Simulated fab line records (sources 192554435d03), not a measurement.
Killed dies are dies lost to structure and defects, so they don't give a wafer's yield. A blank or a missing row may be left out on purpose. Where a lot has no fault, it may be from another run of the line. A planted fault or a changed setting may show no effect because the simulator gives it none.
Chamber matching / flow n5_finfet / N5_BEOL_M8_STRIP_67 on rie_diel-03: 4 sister chambers
The step strips in CF4. 4 wafers are shown with their chamber, then 12 later ones without.

WAFERS, EACH WITH ITS CHAMBER
wafer=L084.5; chamber=0; drypump_motor_current_A (A)=5.1
wafer=L085.6; chamber=3; drypump_motor_current_A (A)=5.9
wafer=L086.1; chamber=1; drypump_motor_current_A (A)=6.3
wafer=L086.5; chamber=2; drypump_motor_current_A (A)=5.5

WAFERS MISSING THEIR CHAMBER
wafer=L088.1; drypump_motor_current_A (A)=6.4
wafer=L088.2; drypump_motor_current_A (A)=5.9
wafer=L088.6; drypump_motor_current_A (A)=5.9
wafer=L090.1; drypump_motor_current_A (A)=5.9
wafer=L090.2; drypump_motor_current_A (A)=5.5
wafer=L090.3; drypump_motor_current_A (A)=6.3
wafer=L092.1; drypump_motor_current_A (A)=5.5
wafer=L092.2; drypump_motor_current_A (A)=5.1
wafer=L092.3; drypump_motor_current_A (A)=5.9
wafer=L095.2; drypump_motor_current_A (A)=5.9
wafer=L095.3; drypump_motor_current_A (A)=6.3
wafer=L095.6; drypump_motor_current_A (A)=5.9

CHAMBER TAKEN BY EACH
wafer=L088.1; from the rows above=1; in truth=1
wafer=L088.2; from the rows above=3; in truth=3
wafer=L088.6; from the rows above=3; in truth=3
wafer=L090.1; from the rows above=3; in truth=3
wafer=L090.2; from the rows above=2; in truth=2
wafer=L090.3; from the rows above=1; in truth=1
wafer=L092.1; from the rows above=2; in truth=2
wafer=L092.2; from the rows above=0; in truth=0
wafer=L092.3; from the rows above=3; in truth=3
wafer=L095.2; from the rows above=3; in truth=3
wafer=L095.3; from the rows above=1; in truth=1
wafer=L095.6; from the rows above=3; in truth=3
Correct placement for 12 of the 12. From these rows, 0 cannot be placed. Number placed wrongly: 0.
How it was worked out, from the rows above alone: a wafer's distance from a chamber is the root of the sum, over the readings, of the square of ((its reading less the chamber's mean) divided by the reading's scatter). If the next closest chamber is less than 2 further off than the closest, the wafer can't be placed; otherwise it belongs to the closest. The mean given for a chamber averages the wafers shown for that chamber. The scatter (one wafer shown for each chamber): square how far every hidden wafer sits from the nearest shown wafer, average those squares and take the square root.
